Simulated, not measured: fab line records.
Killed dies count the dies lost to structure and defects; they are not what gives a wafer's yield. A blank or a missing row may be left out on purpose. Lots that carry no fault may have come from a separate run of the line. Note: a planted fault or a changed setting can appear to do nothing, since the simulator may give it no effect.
Which tool did it? | flow n5_finfet | Sampling: 10 lots, 30 wafers, 5 of 1938 route steps

== WHAT EACH GAUGE READ, for each wafer ==
N5_MOL_CONTACT_COAG_THK_MEAS_29.
lot  | measured     | on            | MD_CAP_THK (nm)
L075 | day 5 06:57  | film_metro-01 | 17.99 17.87 18.00
L077 | day 5 18:58  | film_metro-01 | 18.03 17.96 18.03
L080 | day 6 16:39  | film_metro-01 | 18.05 18.10 17.92
L082 | day 7 01:09  | film_metro-01 | 17.92 17.88 17.78
L084 | day 7 11:19  | film_metro-01 | 17.90 17.92 18.06
L086 | day 8 04:14  | film_metro-01 | 18.14 18.06 18.02
L088 | day 8 11:25  | film_metro-02 | 17.95 17.86 17.78
L091 | day 9 10:59  | film_metro-02 | 18.02 18.00 18.02
L093 | day 9 20:20  | film_metro-02 | 17.86 17.99 17.98
L096 | day 10 16:38 | film_metro-02 | 17.86 17.94 17.97

== WHICH TOOL RAN EACH LOT (tool, then ch and the chambers of the sampled wafers, then the start) ==
lot  | N5_GATE_CUT_CMP_23            | N5_MOL_CONTACT_COAG_DESCUM_13      | N5_MOL_CONTACT_COAG_ETCH_105       | N5_MOL_CONTACT_COAG_SPUTTER_143
L075 | cmp-04 ch 1,2, day 4 20:02    | rie_diel-03 ch 0,3, day 4 21:30    | rie_diel-03 ch 0,3, day 4 21:34    | pvd_sputter-02, day 5 00:18
L077 | cmp-01 ch 0,3, day 5 07:13    | rie_diel-02 ch 1,2, day 5 08:59    | rie_diel-02 ch 1,2, day 5 09:03    | pvd_sputter-02, day 5 12:11
L080 | cmp-01 ch 0,3, day 6 04:29    | rie_diel-02 ch 0,1, day 6 06:39    | rie_diel-02 ch 0,1, day 6 06:43    | pvd_sputter-01, day 6 10:37
L082 | cmp-02 ch 0,1,3, day 6 14:20  | rie_diel-05 ch 1,2,3, day 6 16:19  | rie_diel-05 ch 1,2,3, day 6 16:22  | pvd_sputter-01, day 6 19:06
L084 | cmp-04 ch 0,1, day 6 23:19    | rie_diel-03 ch 1,3, day 7 00:49    | rie_diel-03 ch 1,3, day 7 00:52    | pvd_sputter-01, day 7 04:55
L086 | cmp-02 ch 1,2,3, day 7 19:17  | rie_diel-05 ch 0,1,2, day 7 20:44  | rie_diel-05 ch 0,1,2, day 7 20:47  | pvd_sputter-03, day 7 22:49
L088 | cmp-01 ch 0,2, day 8 01:26    | rie_diel-02 ch 0,1,2, day 8 03:08  | rie_diel-02 ch 0,1,2, day 8 03:11  | pvd_sputter-03, day 8 05:17
L091 | cmp-02 ch 2,3, day 8 23:25    | rie_diel-02 ch 0,1, day 9 01:04    | rie_diel-02 ch 0,1, day 9 01:07    | pvd_sputter-01, day 9 05:04
L093 | cmp-01 ch 0,1,2, day 9 09:19  | rie_diel-03 ch 0,2, day 9 10:52    | rie_diel-03 ch 0,2, day 9 10:55    | pvd_sputter-02, day 9 13:27
L096 | cmp-02 ch 0,1,3, day 10 05:49 | rie_diel-02 ch 0,1,2, day 10 07:21 | rie_diel-02 ch 0,1,2, day 10 07:25 | pvd_sputter-01, day 10 10:09
- N5_GATE_CUT_CMP_23: polishes, stops on SiO2, t overpolish 23.4 s, target thk 16 nm.
- N5_MOL_CONTACT_COAG_DESCUM_13: chemistry O2, time 7 s.
- N5_MOL_CONTACT_COAG_ETCH_105: etches SiARC in CF4, target depth 15.6 nm, time 26 s.
- N5_MOL_CONTACT_COAG_SPUTTER_143: material Co, target thk 2.5 nm.

== THE ANSWER, worked out from the rows above alone ==
Rule: what is usual is taken from the lots themselves. The widest of any qualifying gaps counts: lots, ordered by their means at a reading, are off when they make up no more than a third of the lots, leave a main group of 4 or more, and stand apart from it by 3 or more times the standard deviation of that group's means. If all means in a main group match to the digits the tables above print for the reading, that group is not used. Also off: a lot with no number at a reading for which 4 or more lots have one. Any other lot the step has rows for is counted as sound.
No lot is off at any reading shown: from this, nothing can be told.

== WHAT THE SIMULATOR HAD INSERTED ==
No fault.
